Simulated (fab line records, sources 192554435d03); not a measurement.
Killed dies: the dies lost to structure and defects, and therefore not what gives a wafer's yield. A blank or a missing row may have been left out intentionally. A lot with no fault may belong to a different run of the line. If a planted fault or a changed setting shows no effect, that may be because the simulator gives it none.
fab line records	flow n5_finfet
[record] lots = 24	wafers = 72	last_day = 17
route steps=1938 shown DUMMY_GATE@219 SD_EPI_P@306 SDB@347
lots that met no fault: taken from a fault-free run of the same line
start_h: hours from the record's first day to the start of the lot's first wafer shown	wait_h: how many hours have passed since the lot's step before this one	" repeats the value in the row above	L1.1+2: several wafers, shown together as one row	- no value present, or no start provided	* or withheld: withheld	< > ~ a bound
route shown NAME@n: names a module that has steps shown in the file, with the first one's number in the route	usual: mean and standard deviation over wafers with no fault	same: alike in all rows	chamber/n: place in a boat	sites: each site's reading	_std_site: their standard deviation	_edge_site: outer sites' mean less inner sites'	radius_mm: how far each site lies from the wafer's centre	mask NAME#n: copy n	behind: tool/chamber where the wafer was last shaped	hold: cause of the lot's hold/its duration in hours/its outcome	device: which transistor (n, p or np) failed to switch	end of line: the route-end tests of the same wafers	step lacking rows: just its recipe	killed: the dies lost at the first sort to structure and to defects; this is not the yield of the wafer	map: per-die view of a wafer (x killed, . not killed, _ where there is no die)
set.NAME: the setting the step ran with; set.NAME@STEP: the setting that earlier step ran with	model.NAME: the simulator's own value behind a step, which no gauge read
the route's steps for a sample of lots (tables are steps, rows are wafers)
services: a tool's chamber out of use, with start hour (start_h, from the record's first day; less than 0 if before it), hours out, and reason
[[steps]]
[step N5_DUMMY_GATE_THK_MEAS_05]
[usual] thk_nm = 72.0/1.3
lot.wafer	tool	chamber	start_h	wait_h	thk_nm
L074.2	film_metro-01	-	41.08	0.1	72.1
L074.3	"	-	"	"	73.8
L074.5	"	-	"	"	73.0
L075.1	film_metro-02	-	49.16	0.1	71.3
L075.3	"	-	"	"	72.0
L075.5	"	-	"	"	71.8
L076.1	film_metro-01	-	53.13	0.1	70.9
L076.4	"	-	"	"	71.1
L076.6	"	-	"	"	72.0
L077.2	film_metro-02	-	60.18	0.2	70.7
L077.5	"	-	"	"	71.6
L077.6	"	-	"	"	72.6
L078.1	film_metro-01	-	65.75	0.1	70.8
L078.2	"	-	"	"	72.1
L078.4	"	-	"	"	71.0
L079.1	film_metro-02	-	69.90	0.2	69.7
L079.2	"	-	"	"	70.7
L079.5	"	-	"	"	68.7
L080.2	film_metro-01	-	78.19	0.1	72.7
L080.3	"	-	"	"	72.9
L080.4	"	-	"	"	73.5
L081.2	film_metro-01	-	82.81	0.2	71.4
L081.4	"	-	"	"	71.6
L081.5	"	-	"	"	70.4
L082.1	film_metro-02	-	88.85	0.1	71.6
L082.3	"	-	"	"	70.9
L082.6	"	-	"	"	71.1
L083.1	film_metro-02	-	99.75	0.1	71.8
L083.2	"	-	"	"	73.5
L083.3	"	-	"	"	71.4
L084.2	film_metro-01	-	103.86	0.1	72.5
L084.5	"	-	"	"	72.2
L084.6	"	-	"	"	72.0
L085.1	film_metro-01	-	111.81	0.2	74.0
L085.4	"	-	"	"	71.0
L085.5	"	-	"	"	72.9
L086.2	film_metro-01	-	115.66	0.1	70.2
L086.4	"	-	"	"	69.9
L086.6	"	-	"	"	73.1
L087.1	film_metro-01	-	119.27	0.1	74.5
L087.3	"	-	"	"	71.6
L087.5	"	-	"	"	71.1
L088.1	film_metro-02	-	127.04	0.1	71.8
L088.2	"	-	"	"	72.5
L088.4	"	-	"	"	73.5
L089.2	film_metro-02	-	132.34	0.2	71.3
L089.3	"	-	"	"	74.3
L089.5	"	-	"	"	71.6
L090.2	film_metro-01	-	137.49	0.2	74.1
L090.3	"	-	"	"	73.3
L090.4	"	-	"	"	73.1
L091.3	film_metro-01	-	142.66	0.1	69.9
L091.4	"	-	"	"	73.7
L091.6	"	-	"	"	71.1
L092.1	film_metro-01	-	148.80	0.2	70.0
L092.2	"	-	"	"	73.5
L092.5	"	-	"	"	70.9
L093.4	film_metro-02	-	156.38	0.1	70.8
L093.5	"	-	"	"	71.3
L093.6	"	-	"	"	71.0
L094.2	film_metro-01	-	161.88	0.1	69.9
L094.3	"	-	"	"	71.7
L094.4	"	-	"	"	72.9
L095.1	film_metro-02	-	167.05	0.1	72.0
L095.4	"	-	"	"	71.6
L095.5	"	-	"	"	70.9
L096.1	film_metro-02	-	174.04	0.1	72.7
L096.2	"	-	"	"	71.6
L096.6	"	-	"	"	70.6
L097.1	film_metro-01	-	178.81	0.2	72.9
L097.3	"	-	"	"	72.6
L097.5	"	-	"	"	73.0
[step N5_DUMMY_GATE_CD_MEAS_15]
[recipe] target_cd_nm = 25.8	landing_energy_ev = 500	detector = se_inlens
[usual] cd_nm = 24.95/0.25
lot.wafer	tool	chamber	start_h	wait_h	cd_nm
L074.2	cd_sem-01	0	45.54	-	25.19
L074.3	"	0	"	"	25.43
L074.5	"	0	"	"	25.09
L075.1	cd_sem-03	0	53.57	-	25.13
L075.3	"	0	"	"	24.99
L075.5	"	0	"	"	24.55
L076.1	cd_sem-03	0	57.42	-	25.10
L076.4	"	0	"	"	24.84
L076.6	"	0	"	"	25.02
L077.2	cd_sem-03	0	64.47	-	24.79
L077.5	"	0	"	"	25.04
L077.6	"	0	"	"	25.28
L078.1	cd_sem-03	0	70.06	-	24.64
L078.2	"	0	"	"	25.04
L078.4	"	0	"	"	25.02
L079.1	cd_sem-01	0	74.19	-	25.00
L079.2	"	0	"	"	24.92
L079.5	"	0	"	"	24.60
L080.2	cd_sem-02	0	82.61	-	25.04
L080.3	"	0	"	"	24.97
L080.4	"	0	"	"	24.91
L081.2	cd_sem-01	0	87.10	-	24.62
L081.4	"	0	"	"	25.08
L081.5	"	0	"	"	25.22
L082.1	cd_sem-01	0	93.28	-	24.80
L082.3	"	0	"	"	24.61
L082.6	"	0	"	"	25.09
L083.1	cd_sem-02	0	106.18	-	24.75
L083.2	"	0	"	"	24.83
L083.3	"	0	"	"	24.76
L084.2	cd_sem-03	0	108.17	-	25.39
L084.5	"	0	"	"	24.86
L084.6	"	0	"	"	24.78
L085.1	cd_sem-01	0	116.24	-	25.14
L085.4	"	0	"	"	24.35
L085.5	"	0	"	"	24.95
L086.2	cd_sem-03	0	120.13	-	24.92
L086.4	"	0	"	"	25.03
L086.6	"	0	"	"	24.72
L087.1	cd_sem-01	0	123.70	-	25.03
L087.3	"	0	"	"	24.97
L087.5	"	0	"	"	24.89
L088.1	cd_sem-01	0	131.45	-	24.92
L088.2	"	0	"	"	24.89
L088.4	"	0	"	"	25.77
L089.2	cd_sem-02	0	136.75	-	24.60
L089.3	"	0	"	"	24.89
L089.5	"	0	"	"	24.64
L090.2	cd_sem-03	0	141.92	-	24.79
L090.3	"	0	"	"	24.74
L090.4	"	0	"	"	25.13
L091.3	cd_sem-01	0	146.95	-	25.11
L091.4	"	0	"	"	25.37
L091.6	"	0	"	"	24.71
L092.1	cd_sem-01	0	155.04	-	25.00
L092.2	"	0	"	"	25.23
L092.5	"	0	"	"	25.19
L093.4	cd_sem-03	0	160.81	-	25.16
L093.5	"	0	"	"	24.91
L093.6	"	0	"	"	25.27
L094.2	cd_sem-01	0	166.20	-	24.87
L094.3	"	0	"	"	24.83
L094.4	"	0	"	"	25.33
L095.1	cd_sem-02	0	171.48	-	24.75
L095.4	"	0	"	"	24.73
L095.5	"	0	"	"	25.02
L096.1	cd_sem-03	0	178.45	-	25.01
L096.2	"	0	"	"	24.95
L096.6	"	0	"	"	24.59
L097.1	cd_sem-03	0	183.11	-	24.87
L097.3	"	0	"	"	24.75
L097.5	"	0	"	"	24.85
[step N5_SD_EPI_P_DESCUM_14]
[recipe] chemistry = O2	time_s = 7.9	source_power_w = 50	bias_power_w = 20	pressure_mtorr = 20	rf_frequency_hz = 2.712e+07	temp_c = 40	resist = CAR-ArF-block	o2_flow_sccm = 225
[usual] drypump_motor_current_A = 5.8/0.4	oes_product_au = 0.77/0.066	rf_vpp_V = 243.2/1.3	showerhead_plenum_p_Torr = 2.10/0.058	throttle_valve_pct = 20.49/0.17
lot.wafer	tool	chamber	start_h	wait_h	drypump_motor_current_A	oes_product_au	rf_hours_counter_h	rf_vpp_V	showerhead_plenum_p_Torr	throttle_valve_pct
L074.2	rie_diel-05	2	52.57	0.0	5.3	0.74	147	243.3	2.19	20.26
L074.3	"	3	"	"	6.1	0.83	60	243.7	2.05	20.41
L074.5	"	3	"	"	6.1	0.84	-	242.1	2.05	20.41
L075.1	rie_diel-02	0	63.46	0.0	5.8	0.77	169	244.2	2.09	20.57
L075.3	"	3	"	"	5.8	0.74	192	242.5	2.07	20.14
L075.5	"	3	"	"	5.9	0.74	-	242.9	2.07	20.13
L076.1	rie_diel-02	2	64.35	0.0	6.3	0.76	137	245.5	2.19	20.56
L076.4	"	1	"	"	6.0	0.83	76	239.9	2.04	20.75
L076.6	"	2	"	"	6.3	0.76	-	244.0	2.19	20.54
L077.2	rie_diel-02	3	72.12	0.0	5.8	0.74	195	242.5	2.07	20.13
L077.5	"	1	"	"	6.0	0.82	-	242.1	2.04	20.78
L077.6	"	0	"	"	5.8	0.77	-	245.3	2.09	20.58
L078.1	rie_diel-02	1	76.73	0.1	6.0	0.82	81	240.8	2.04	20.74
L078.2	"	2	"	"	6.2	0.76	141	244.2	2.19	20.56
L078.4	"	3	"	"	5.8	0.74	196	244.4	2.07	20.15
L079.1	rie_diel-05	0	81.12	0.0	6.0	0.88	34	244.1	2.13	20.51
L079.2	"	2	"	"	5.3	0.74	157	244.2	2.18	20.27
L079.5	"	3	"	"	6.1	0.82	-	241.5	2.05	20.43
L080.2	rie_diel-05	0	90.27	0.1	6.1	0.88	37	243.3	2.13	20.51
L080.3	"	3	"	"	6.2	0.83	74	241.6	2.05	20.44
L080.4	"	1	"	"	6.3	0.70	204	244.5	2.17	20.44
L081.2	rie_diel-05	2	94.21	0.0	5.3	0.74	162	243.0	2.18	20.26
L081.4	"	3	"	"	6.1	0.81	75	243.8	2.05	20.43
L081.5	"	2	"	"	5.3	0.73	-	247.2	2.18	20.27
L082.1	rie_diel-02	2	102.30	0.0	6.3	0.75	149	244.4	2.19	20.57
L082.3	"	3	"	"	5.8	0.73	204	242.4	2.07	20.16
L082.6	"	3	"	"	5.8	0.74	-	243.2	2.07	20.16
L083.1	rie_diel-04	3	115.65	0.0	5.3	0.69	229	241.8	2.08	20.29
L083.2	"	1	"	"	5.2	0.94	18	245.0	2.14	20.40
L083.3	"	2	"	"	6.2	0.76	142	242.4	2.09	20.64
L084.2	rie_diel-04	3	117.11	0.1	5.2	0.69	229	242.3	2.08	20.30
L084.5	"	1	"	"	5.2	0.93	-	243.9	2.14	20.41
L084.6	"	2	"	"	6.2	0.76	-	242.2	2.09	20.63
L085.1	rie_diel-04	2	124.10	0.0	6.2	0.76	145	243.2	2.09	20.63
L085.4	"	0	"	"	5.2	0.73	177	240.4	1.99	20.42
L085.5	"	3	"	"	5.3	0.69	-	240.8	2.08	20.30
L086.2	rie_diel-04	2	127.85	0.1	6.2	0.76	146	243.7	2.09	20.63
L086.4	"	0	"	"	5.2	0.73	178	241.4	1.99	20.42
L086.6	"	1	"	"	5.2	0.92	-	244.0	2.14	20.42
L087.1	rie_diel-05	3	131.78	0.0	6.1	0.80	83	241.0	2.04	20.44
L087.3	"	2	"	"	5.3	0.72	172	244.1	2.18	20.28
L087.5	"	1	"	"	6.3	0.69	-	245.3	2.17	20.45
L088.1	rie_diel-02	2	139.97	0.0	6.2	0.74	157	243.8	2.19	20.57
L088.2	"	0	"	"	5.8	0.75	192	242.9	2.08	20.61
L088.4	"	1	"	"	6.0	0.81	99	242.4	2.03	20.79
L089.2	rie_diel-02	1	143.91	0.0	6.0	0.79	101	242.0	2.03	20.79
L089.3	"	0	"	"	5.8	0.75	194	243.1	2.08	20.62
L089.5	"	1	"	"	6.0	0.80	-	241.3	2.03	20.78
L090.2	rie_diel-04	1	151.75	0.0	5.2	0.89	29	244.0	2.14	20.44
L090.3	"	3	"	"	5.3	0.69	240	241.5	2.08	20.31
L090.4	"	2	"	"	6.2	0.75	-	243.5	2.09	20.64
L091.3	rie_diel-04	2	154.08	0.0	6.2	0.75	153	242.4	2.09	20.63
L091.4	"	2	"	"	6.2	0.75	-	245.0	2.09	20.62
L091.6	"	1	"	"	5.2	0.89	-	244.8	2.14	20.44
L092.1	rie_diel-02	0	164.04	0.0	5.8	0.75	202	243.3	2.08	20.63
L092.2	"	1	"	"	6.0	0.79	108	242.1	2.03	20.80
L092.5	"	1	"	"	6.0	0.78	-	241.7	2.03	20.80
L093.4	rie_diel-02	3	167.71	0.1	5.9	0.72	220	243.1	2.06	20.18
L093.5	"	1	"	"	6.0	0.79	-	243.5	2.03	20.80
L093.6	"	0	"	"	5.8	0.75	-	243.2	2.08	20.63
L094.2	rie_diel-04	2	173.15	0.0	6.2	0.74	159	244.1	2.09	20.64
L094.3	"	1	"	"	5.2	0.90	36	243.0	2.14	20.40
L094.4	"	0	"	"	5.2	0.72	190	241.4	1.98	20.43
L095.1	rie_diel-04	2	178.46	0.0	6.2	0.75	160	243.6	2.09	20.65
L095.4	"	0	"	"	5.2	0.73	192	241.3	1.98	20.44
L095.5	"	2	"	"	6.2	0.75	-	242.6	2.09	20.64
L096.1	rie_diel-05	1	186.38	0.1	6.3	0.67	227	243.8	2.16	20.46
L096.2	"	0	"	"	6.1	0.83	67	244.2	2.12	20.56
L096.6	"	0	"	"	6.1	0.83	-	242.5	2.12	20.58
L097.1	rie_diel-02	3	194.04	0.0	5.9	0.71	226	242.7	2.06	20.18
L097.3	"	2	"	"	6.2	0.72	174	244.2	2.18	20.61
L097.5	"	1	"	"	6.0	0.78	-	242.2	2.02	20.82
[step N5_SD_EPI_P_ETCHBACK_46]
[recipe] chemistry = CH3F/O2	mode = anisotropic_etchback	target = SiNx	target_depth_a = 175	stop_on = SiO2	over_etch_frac = 0.3	ion_energy_ev = 120	pressure_mtorr = 30	source_w = 395	bias_w = 73	Ar_flow_sccm = 150	CH3F_flow_sccm = 30	O2_flow_sccm = 20
[usual] drypump_motor_current_A = 5.8/0.4	oes_product_au = 0.66/0.052	rf_vpp_V = 297/4	showerhead_plenum_p_Torr = 2.01/0.052	throttle_valve_pct = 16.42/0.15
lot.wafer	tool	chamber	start_h	wait_h	drypump_motor_current_A	oes_product_au	rf_hours_counter_h	rf_vpp_V	showerhead_plenum_p_Torr	throttle_valve_pct
L074.2	rie_diel-05	2	52.99	0.0	5.3	0.64	148	291	2.09	16.21
L074.3	"	3	"	"	6.1	0.71	60	293	1.95	16.25
L074.5	"	3	"	"	6.1	0.71	-	295	1.95	16.25
L075.1	rie_diel-02	0	63.88	0.0	5.8	0.65	170	301	1.99	16.50
L075.3	"	3	"	"	5.8	0.63	193	293	2.00	16.23
L075.5	"	3	"	"	5.8	0.64	-	293	2.00	16.22
L076.1	rie_diel-02	2	64.77	0.0	6.2	0.64	137	298	2.08	16.40
L076.4	"	1	"	"	6.0	0.70	76	297	1.94	16.57
L076.6	"	2	"	"	6.3	0.65	-	299	2.08	16.39
L077.2	rie_diel-02	3	72.54	0.0	5.9	0.62	195	293	1.99	16.23
L077.5	"	1	"	"	6.0	0.69	-	297	1.94	16.57
L077.6	"	0	"	"	5.8	0.65	-	301	1.99	16.52
L078.1	rie_diel-02	1	77.14	0.0	6.0	0.68	81	298	1.94	16.56
L078.2	"	2	"	"	6.3	0.64	141	298	2.08	16.40
L078.4	"	3	"	"	5.8	0.63	197	294	2.00	16.22
L079.1	rie_diel-05	0	81.53	0.0	6.0	0.74	34	300	2.03	16.34
L079.2	"	2	"	"	5.3	0.64	157	291	2.08	16.22
L079.5	"	3	"	"	6.2	0.70	-	293	1.95	16.27
L080.2	rie_diel-05	0	90.68	0.0	6.1	0.74	37	299	2.03	16.36
L080.3	"	3	"	"	6.1	0.70	74	295	1.95	16.27
L080.4	"	1	"	"	6.3	0.60	204	289	2.07	16.33
L081.2	rie_diel-05	2	94.62	0.0	5.3	0.64	162	290	2.08	16.24
L081.4	"	3	"	"	6.1	0.70	75	295	1.95	16.28
L081.5	"	2	"	"	5.3	0.63	-	290	2.08	16.25
L082.1	rie_diel-02	2	102.71	0.0	6.3	0.64	149	298	2.08	16.42
L082.3	"	3	"	"	5.8	0.62	204	294	1.99	16.25
L082.6	"	3	"	"	5.8	0.63	-	294	1.99	16.24
L083.1	rie_diel-04	3	116.06	0.0	5.3	0.60	229	301	1.99	16.21
L083.2	"	1	"	"	5.2	0.78	18	302	2.05	16.30
L083.3	"	2	"	"	6.2	0.64	142	297	2.02	16.64
L084.2	rie_diel-04	3	117.52	0.0	5.3	0.61	229	301	1.98	16.20
L084.5	"	1	"	"	5.3	0.78	-	303	2.05	16.31
L084.6	"	2	"	"	6.2	0.65	-	294	2.01	16.64
L085.1	rie_diel-04	2	124.52	0.0	6.2	0.64	145	296	2.01	16.65
L085.4	"	0	"	"	5.3	0.63	177	300	1.91	16.47
L085.5	"	3	"	"	5.3	0.60	-	300	1.98	16.23
L086.2	rie_diel-04	2	128.26	0.0	6.2	0.64	146	295	2.01	16.65
L086.4	"	0	"	"	5.2	0.62	178	300	1.91	16.46
L086.6	"	1	"	"	5.2	0.77	-	303	2.05	16.31
L087.1	rie_diel-05	3	132.20	0.0	6.1	0.69	83	294	1.94	16.30
L087.3	"	2	"	"	5.3	0.62	173	291	2.08	16.25
L087.5	"	1	"	"	6.3	0.59	-	288	2.07	16.34
L088.1	rie_diel-02	2	140.38	0.0	6.3	0.63	157	298	2.08	16.45
L088.2	"	0	"	"	5.8	0.64	192	302	1.99	16.55
L088.4	"	1	"	"	6.0	0.68	99	297	1.94	16.60
L089.2	rie_diel-02	1	144.33	0.0	6.0	0.67	101	297	1.94	16.61
L089.3	"	0	"	"	5.8	0.63	194	301	1.98	16.54
L089.5	"	1	"	"	6.1	0.67	-	299	1.94	16.61
L090.2	rie_diel-04	1	152.17	0.0	5.2	0.76	30	304	2.05	16.35
L090.3	"	3	"	"	5.3	0.60	240	300	1.98	16.24
L090.4	"	2	"	"	6.2	0.63	-	295	2.01	16.67
L091.3	rie_diel-04	2	154.49	0.0	6.2	0.63	153	295	2.01	16.65
L091.4	"	2	"	"	6.2	0.63	-	296	2.01	16.64
L091.6	"	1	"	"	5.2	0.76	-	303	2.05	16.33
L092.1	rie_diel-02	0	164.45	0.0	5.7	0.63	202	302	1.98	16.57
L092.2	"	1	"	"	6.0	0.66	109	297	1.93	16.63
L092.5	"	1	"	"	6.0	0.66	-	297	1.93	16.61
L093.4	rie_diel-02	3	168.12	0.0	5.8	0.61	220	294	1.99	16.27
L093.5	"	1	"	"	6.0	0.66	-	296	1.93	16.63
L093.6	"	0	"	"	5.8	0.63	-	302	1.98	16.58
L094.2	rie_diel-04	2	173.56	0.0	6.2	0.63	159	295	2.01	16.67
L094.3	"	1	"	"	5.2	0.76	36	302	2.05	16.33
L094.4	"	0	"	"	5.2	0.62	190	302	1.91	16.50
L095.1	rie_diel-04	2	178.88	0.0	6.2	0.62	160	295	2.01	16.65
L095.4	"	0	"	"	5.2	0.62	192	298	1.91	16.49
L095.5	"	2	"	"	6.2	0.63	-	295	2.01	16.66
L096.1	rie_diel-05	1	186.80	0.0	6.3	0.59	228	288	2.06	16.36
L096.2	"	0	"	"	6.1	0.71	67	298	2.02	16.41
L096.6	"	0	"	"	6.1	0.71	-	298	2.02	16.41
L097.1	rie_diel-02	3	194.45	0.0	5.8	0.61	227	294	1.98	16.28
L097.3	"	2	"	"	6.3	0.62	174	298	2.07	16.47
L097.5	"	1	"	"	6.1	0.66	-	298	1.93	16.66
[step N5_SDB_HM_DEP_00]
[recipe] material = SiNx	target_thk_a = 400	temp_c = 400	precursor = SiH4/NH3/N2	pressure_torr = 1.5	rf_w = 300	time_s = 35.3
[usual] heater_power_w = 740/62	showerhead_plenum_p_Torr = 5.15/0.048	throttle_valve_pct = 41.2/2.6
lot.wafer	tool	chamber	start_h	wait_h	heater_power_w	showerhead_plenum_p_Torr	throttle_valve_pct
L074.2	pecvd-04	2	64.13	0.0	745	5.14	42.9
L074.3	"	1	"	"	691	5.09	40.5
L074.5	"	0	"	"	604	5.10	38.8
L075.1	pecvd-03	1	74.73	0.0	751	5.21	39.6
L075.3	"	2	"	"	720	5.17	38.1
L075.5	"	2	"	"	690	5.19	38.1
L076.1	pecvd-01	0	75.96	0.0	797	5.08	43.0
L076.4	"	1	"	"	841	5.16	47.0
L076.6	"	2	"	"	802	5.20	38.8
L077.2	pecvd-01	1	83.36	0.0	823	5.17	46.9
L077.5	"	2	"	"	854	5.19	38.8
L077.6	"	1	"	"	839	5.19	47.1
L078.1	pecvd-03	2	88.16	0.0	680	5.19	38.1
L078.2	"	1	"	"	745	5.21	39.4
L078.4	"	1	"	"	733	5.21	39.5
L079.1	pecvd-04	0	93.39	0.0	634	5.09	39.1
L079.2	"	2	"	"	667	5.14	42.8
L079.5	"	1	"	"	726	5.11	40.8
L080.2	pecvd-03	0	101.96	0.0	757	5.07	41.0
L080.3	"	1	"	"	831	5.19	39.3
L080.4	"	0	"	"	753	5.09	40.7
L081.2	pecvd-01	1	107.07	0.1	727	5.19	47.0
L081.4	"	1	"	"	738	5.18	47.1
L081.5	"	1	"	"	741	5.17	47.1
L082.1	pecvd-03	0	114.39	0.0	720	5.09	41.2
L082.3	"	2	"	"	708	5.20	38.3
L082.6	"	0	"	"	712	5.09	40.9
L083.1	pecvd-03	2	127.32	0.0	659	5.18	38.5
L083.2	"	1	"	"	796	5.21	39.5
L083.3	"	0	"	"	713	5.09	40.9
L084.2	pecvd-03	0	128.84	0.0	629	5.08	41.0
L084.5	"	2	"	"	759	5.19	38.7
L084.6	"	0	"	"	628	5.10	41.1
L085.1	pecvd-01	0	135.08	0.0	755	5.10	42.9
L085.4	"	2	"	"	777	5.19	39.0
L085.5	"	1	"	"	763	5.19	47.3
L086.2	pecvd-03	0	138.92	0.0	737	5.09	40.9
L086.4	"	2	"	"	695	5.19	38.3
L086.6	"	0	"	"	748	5.09	41.1
L087.1	pecvd-04	2	143.47	0.0	746	5.13	42.5
L087.3	"	0	"	"	698	5.11	39.5
L087.5	"	1	"	"	793	5.10	40.8
L088.1	pecvd-01	0	152.72	0.0	745	5.09	42.9
L088.2	"	1	"	"	871	5.18	47.0
L088.4	"	0	"	"	783	5.08	42.8
L089.2	pecvd-04	0	154.69	0.0	641	5.10	39.9
L089.3	"	1	"	"	851	5.10	40.8
L089.5	"	1	"	"	823	5.09	40.6
L090.2	pecvd-04	2	163.72	0.0	758	5.14	42.8
L090.3	"	0	"	"	706	5.11	39.6
L090.4	"	2	"	"	748	5.13	42.5
L091.3	pecvd-04	0	165.86	0.1	675	5.08	39.9
L091.4	"	2	"	"	729	5.13	42.5
L091.6	"	2	"	"	745	5.13	42.6
L092.1	pecvd-01	0	176.06	0.0	674	5.10	43.1
L092.2	"	2	"	"	847	5.18	39.2
L092.5	"	1	"	"	915	5.18	47.0
L093.4	pecvd-03	1	179.34	0.1	804	5.22	39.6
L093.5	"	0	"	"	729	5.09	40.9
L093.6	"	2	"	"	743	5.19	38.6
L094.2	pecvd-03	2	185.27	0.0	749	5.19	38.9
L094.3	"	1	"	"	760	5.22	39.8
L094.4	"	1	"	"	738	5.22	39.7
L095.1	pecvd-01	2	191.77	0.0	812	5.19	39.4
L095.4	"	0	"	"	699	5.08	42.8
L095.5	"	2	"	"	818	5.19	39.5
L096.1	pecvd-03	0	198.14	0.0	679	5.10	40.7
L096.2	"	1	"	"	763	5.22	39.6
L096.6	"	2	"	"	764	5.18	38.9
L097.1	pecvd-04	1	204.97	0.0	657	5.10	40.9
L097.3	"	0	"	"	701	5.09	39.5
L097.5	"	1	"	"	667	5.09	40.6
[step N5_SDB_CD_MEAS_11]
[recipe] target_cd_nm = 50	landing_energy_ev = 500	detector = se_inlens	polarity = opening
[usual] cd_nm = 50.0/1.1
lot.wafer	tool	chamber	start_h	wait_h	cd_nm
L074.2	cd_sem-01	0	64.46	-	48.6
L074.3	"	0	"	"	50.1
L074.5	"	0	"	"	49.5
L075.1	cd_sem-01	0	75.05	-	50.1
L075.3	"	0	"	"	51.2
L075.5	"	0	"	"	50.3
L076.1	cd_sem-01	0	76.41	-	49.3
L076.4	"	0	"	"	50.2
L076.6	"	0	"	"	50.0
L077.2	cd_sem-01	0	83.69	-	51.6
L077.5	"	0	"	"	50.1
L077.6	"	0	"	"	50.7
L078.1	cd_sem-02	0	88.61	-	51.9
L078.2	"	0	"	"	49.5
L078.4	"	0	"	"	50.6
L079.1	cd_sem-02	0	93.85	-	50.0
L079.2	"	0	"	"	50.4
L079.5	"	0	"	"	49.7
L080.2	cd_sem-02	0	102.29	-	47.9
L080.3	"	0	"	"	48.6
L080.4	"	0	"	"	48.4
L081.2	cd_sem-01	0	107.61	-	48.5
L081.4	"	0	"	"	49.1
L081.5	"	0	"	"	50.3
L082.1	cd_sem-02	0	114.84	-	50.7
L082.3	"	0	"	"	52.0
L082.6	"	0	"	"	48.2
L083.1	cd_sem-02	0	127.64	-	47.6
L083.2	"	0	"	"	49.2
L083.3	"	0	"	"	48.4
L084.2	cd_sem-03	0	129.29	-	48.6
L084.5	"	0	"	"	49.9
L084.6	"	0	"	"	48.9
L085.1	cd_sem-01	0	135.41	-	49.7
L085.4	"	0	"	"	50.7
L085.5	"	0	"	"	48.6
L086.2	cd_sem-03	0	139.26	-	50.1
L086.4	"	0	"	"	50.4
L086.6	"	0	"	"	50.5
L087.1	cd_sem-02	0	143.92	-	50.7
L087.3	"	0	"	"	50.2
L087.5	"	0	"	"	48.6
L088.1	cd_sem-01	0	153.17	-	49.6
L088.2	"	0	"	"	50.8
L088.4	"	0	"	"	50.3
L089.2	cd_sem-03	0	155.14	-	48.9
L089.3	"	0	"	"	51.1
L089.5	"	0	"	"	51.6
L090.2	cd_sem-03	0	164.20	-	50.7
L090.3	"	0	"	"	50.3
L090.4	"	0	"	"	50.4
L091.3	cd_sem-02	0	166.19	-	48.9
L091.4	"	0	"	"	48.9
L091.6	"	0	"	"	50.0
L092.1	cd_sem-02	0	176.51	-	49.1
L092.2	"	0	"	"	49.8
L092.5	"	0	"	"	50.0
L093.4	cd_sem-02	0	179.64	-	50.2
L093.5	"	0	"	"	52.3
L093.6	"	0	"	"	49.1
L094.2	cd_sem-01	0	185.60	-	50.8
L094.3	"	0	"	"	51.4
L094.4	"	0	"	"	49.4
L095.1	cd_sem-02	0	192.22	-	49.7
L095.4	"	0	"	"	50.1
L095.5	"	0	"	"	51.2
L096.1	cd_sem-03	0	198.48	-	51.3
L096.2	"	0	"	"	50.0
L096.6	"	0	"	"	52.2
L097.1	cd_sem-03	0	205.45	-	48.8
L097.3	"	0	"	"	50.1
L097.5	"	0	"	"	51.0
[[services]]
tool	chamber	start_h	hours	kind
rie_diel-05	0	35.38	14.7	repair
pecvd-03	1	50.47	2.1	scheduled_down
rie_diel-02	-	50.71	2.8	repair
pecvd-03	-	62.01	2.6	repair
pecvd-01	-	64.75	1.1	repair
pecvd-04	0	69.27	4.5	repair
rie_diel-05	1	75.65	12.2	repair
pecvd-01	-	87.63	2.8	pm
pecvd-01	2	92.25	19.5	repair
rie_diel-04	3	102.34	4.6	repair
pecvd-01	0	103.81	5.3	repair
rie_diel-02	2	104.30	10.3	repair
rie_diel-05	3	106.16	6.8	repair
rie_diel-05	1	139.32	17.3	repair
pecvd-03	-	141.25	0.5	repair
rie_diel-02	3	143.02	4.5	repair
rie_diel-04	0	150.47	3.8	repair
rie_diel-02	3	155.23	9.1	repair
pecvd-03	0	160.72	5.5	scheduled_down
rie_diel-04	2	180.80	8.5	repair
rie_diel-04	3	189.27	-	clean
rie_diel-04	3	189.27	-	consumable_replace:focus_ring
rie_diel-04	3	189.27	22.4	scheduled_down
rie_diel-04	3	189.27	22.4	vent_cycle
[[key]]
fault none
